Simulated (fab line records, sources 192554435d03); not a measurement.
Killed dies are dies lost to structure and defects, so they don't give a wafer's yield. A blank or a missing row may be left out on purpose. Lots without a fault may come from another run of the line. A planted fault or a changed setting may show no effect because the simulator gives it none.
Which tool did it? | flow n5_finfet | 10 lots, 29 wafers sampled, at 5 steps of a route of 1938

WHAT THE GAUGES READ, wafer by wafer
N5_BEOL_M12_INSPECT_55: inspects for defects (darkfield). Usual: raw_defect_count 75, standard deviation 26.
lot  | measured     | on                | raw_defect_count | flag
L898 | day 11 17:26 | defect_inspect-01 | 119 76 47        |
L899 | day 12 03:08 | defect_inspect-01 | 46 57 44         |
L902 | day 12 10:49 | defect_inspect-01 | 74 72 98         |
L904 | day 13 09:55 | defect_inspect-02 | 79 71 62         |
L910 | day 14 12:41 | defect_inspect-01 | 62 50            |
L914 | day 15 15:02 | defect_inspect-02 | 63 45 42         |
L915 | day 15 21:50 | defect_inspect-01 | 117 112 99       |
L916 | day 15 23:16 | defect_inspect-01 | 51 72 68         |
L917 | day 15 23:32 | defect_inspect-02 | 52 97 112        |
L918 | day 16 10:57 | defect_inspect-01 | 38 77 50         |

N5_BEOL_M13_THK_MEAS_01. Usual: M13_ILD_THK 838 nm, standard deviation 9.4.
lot  | measured     | on            | M13_ILD_THK (nm) | flag
L898 | day 11 17:37 | film_metro-02 | 836 842 854      |
L899 | day 12 03:20 | film_metro-01 | 839 855 852      |
L902 | day 12 11:00 | film_metro-02 | 827 828 836      |
L904 | day 13 10:06 | film_metro-01 | 830 841 836      |
L910 | day 14 12:53 | film_metro-02 | 517 845          | OFF
L914 | day 15 15:16 | film_metro-01 | 828 825 827      |
L915 | day 15 22:01 | film_metro-01 | 825 841 848      |
L916 | day 15 23:27 | film_metro-01 | 829 824 848      |
L917 | day 15 23:43 | film_metro-01 | 836 831 842      |
L918 | day 16 11:12 | film_metro-01 | 817 838 841      |

WHICH TOOL RAN EACH LOT (tool, then ch and the chambers of the sampled wafers, then the start)
lot  | N5_BEOL_M12_STRIP_37                 | N5_BEOL_M12_PRE_CLEAN_42     | N5_BEOL_M13_ILD_DEP_00
L898 | plasma_asher-01 ch 0,1, day 11 14:49 | pvd_sputter-01, day 11 16:13 | pecvd-01 ch 0,2, day 11 17:28
L899 | plasma_asher-01 ch 0,1, day 11 23:43 | pvd_sputter-03, day 12 01:39 | pecvd-01 ch 0,2, day 12 03:11
L902 | plasma_asher-02 ch 0,1, day 12 07:19 | pvd_sputter-01, day 12 09:36 | pecvd-02 ch 0,1,2, day 12 10:50
L904 | plasma_asher-02 ch 0, day 13 05:58   | pvd_sputter-01, day 13 08:42 | pecvd-02 ch 1,2, day 13 09:56
L910 | plasma_asher-01 ch 0,1, day 14 10:22 | pvd_sputter-02, day 14 11:16 | pecvd-02 ch 2, day 14 12:44
L914 | plasma_asher-01 ch 0,1, day 15 12:23 | pvd_sputter-02, day 15 13:50 | pecvd-01 ch 0,1, day 15 15:07
L915 | plasma_asher-02 ch 0,1, day 15 17:42 | pvd_sputter-01, day 15 20:37 | pecvd-03 ch 0,2, day 15 21:52
L916 | plasma_asher-02 ch 0,1, day 15 18:57 | pvd_sputter-02, day 15 22:03 | pecvd-01 ch 1,2, day 15 23:17
L917 | plasma_asher-02 ch 1, day 15 20:22   | pvd_sputter-01, day 15 22:04 | pecvd-01 ch 0,2, day 15 23:34
L918 | plasma_asher-01 ch 1, day 16 07:47   | pvd_sputter-01, day 16 09:34 | pecvd-03 ch 0, day 16 10:59
- N5_BEOL_M12_STRIP_37: strips in N2/H2.
- N5_BEOL_M12_PRE_CLEAN_42: time 30 s.
- N5_BEOL_M13_ILD_DEP_00: deposits SiOC from DEMS/O2, target thk 837.92 nm, time 166.4 s.

WHAT THE TOOLS THEMSELVES READ (means of the sampled wafers that have a number; where no wafer has one, the mark that the record gives instead)
N5_BEOL_M12_STRIP_37. Usual: drypump_motor_current_A 5.84 A, standard deviation 0.049; heater_power_w 354 W, standard deviation 39; oes_product_au 0.791 a.u., standard deviation 0.0099.
lot  | tool            | drypump_motor_current_A (A) | heater_power_w (W) | oes_product_au (a.u.) | flag
L898 | plasma_asher-01 | 5.84                        | 345                | 0.785                 |
L899 | plasma_asher-01 | 5.81                        | 327                | 0.796                 |
L902 | plasma_asher-02 | 5.86                        | 386                | 0.795                 |
L904 | plasma_asher-02 | 5.89                        | 414                | 0.784                 |
L910 | plasma_asher-01 | 5.83                        | 337                | 0.786                 |
L914 | plasma_asher-01 | 5.85                        | 345                | 0.794                 |
L915 | plasma_asher-02 | 5.85                        | 384                | 0.797                 |
L916 | plasma_asher-02 | 5.81                        | 354                | 0.795                 |
L917 | plasma_asher-02 | 5.77                        | 335                | 0.794                 |
L918 | plasma_asher-01 | 5.85                        | 305                | 0.779                 |

N5_BEOL_M12_PRE_CLEAN_42. Usual: heater_power_w 324 W, standard deviation 27.
lot  | tool           | heater_power_w (W) | flag
L898 | pvd_sputter-01 | 324                |
L899 | pvd_sputter-03 | 340                |
L902 | pvd_sputter-01 | 315                |
L904 | pvd_sputter-01 | 307                |
L910 | pvd_sputter-02 | 338                |
L914 | pvd_sputter-02 | 341                |
L915 | pvd_sputter-01 | 297                |
L916 | pvd_sputter-02 | 347                |
L917 | pvd_sputter-01 | 326                |
L918 | pvd_sputter-01 | 312                |

N5_BEOL_M13_ILD_DEP_00. Usual: heater_power_w 417 W, standard deviation 60; run_length_s 211.3 s, standard deviation 0.39; showerhead_plenum_p_Torr 5.692 Torr, standard deviation 0.015; throttle_valve_pct 11.9 %, standard deviation 0.5.
lot  | tool     | heater_power_w (W) | run_length_s (s) | showerhead_plenum_p_Torr (Torr) | throttle_valve_pct (%) | flag
L898 | pecvd-01 | 387                | 211.0            | 5.694                           | 12.0                   |
L899 | pecvd-01 | 348                | 211.5            | 5.707                           | 12.0                   |
L902 | pecvd-02 | 426                | 211.7            | 5.696                           | 11.9                   |
L904 | pecvd-02 | 480                | 211.2            | 5.702                           | 11.9                   |
L910 | pecvd-02 | 442                | 179.0            | 5.707                           | 10.9                   | OFF
L914 | pecvd-01 | 372                | 211.1            | 5.688                           | 11.9                   |
L915 | pecvd-03 | 476                | 211.6            | 5.676                           | 11.4                   |
L916 | pecvd-01 | 341                | 211.1            | 5.697                           | 11.9                   |
L917 | pecvd-01 | 368                | 211.3            | 5.702                           | 11.9                   |
L918 | pecvd-03 | 446                | 211.3            | 5.686                           | 11.7                   |

THE ANSWER, worked out from the rows above alone
Rule: a lot is off if the mean of its wafers that have a number lies more than 3 standard deviations from the usual mean. A lot without any number at a reading at which 4 lots or more have one is off too. The other lots that the step has rows for count as sound. The gauges are gone through in route order, then the tools' own readings, and for those a lot's mean is taken as printed above. The first step at which some lot is off is used, and at that step the reading that is off furthest; a lot without a number counts as furthest.
Off: L910, at N5_BEOL_M13_THK_MEAS_01 (M13_ILD_THK).
A tool fits if, at a process step before that reading, it ran every lot that is off, and no sound lot after the first of them. The gauges at N5_BEOL_M13_THK_MEAS_01 aren't tried: what is off there is off at N5_BEOL_M13_ILD_DEP_00 too, on other tools, and a gauge's error can't cause that. One fits: pecvd-02 at N5_BEOL_M13_ILD_DEP_00. Its last sound lot is L904 (day 13 09:56), its first lot that is off L910 (day 14 12:44): a fault that began between those two fits.
The tool's own readings at N5_BEOL_M13_ILD_DEP_00 bear it out: on the lots that are off they differ by more than 5 times the standard deviation of the sound lots' means. run_length_s reads 179.0 s there against 211.3 s on the sound lots; throttle_valve_pct reads 10.9 % there against 11.8 % on the sound lots.

WHAT THE SIMULATOR HAD PUT IN
Process parameter drift: pecvd-02, from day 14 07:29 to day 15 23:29, at N5_BEOL_M13_ILD_DEP_00. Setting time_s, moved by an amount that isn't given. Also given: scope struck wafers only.
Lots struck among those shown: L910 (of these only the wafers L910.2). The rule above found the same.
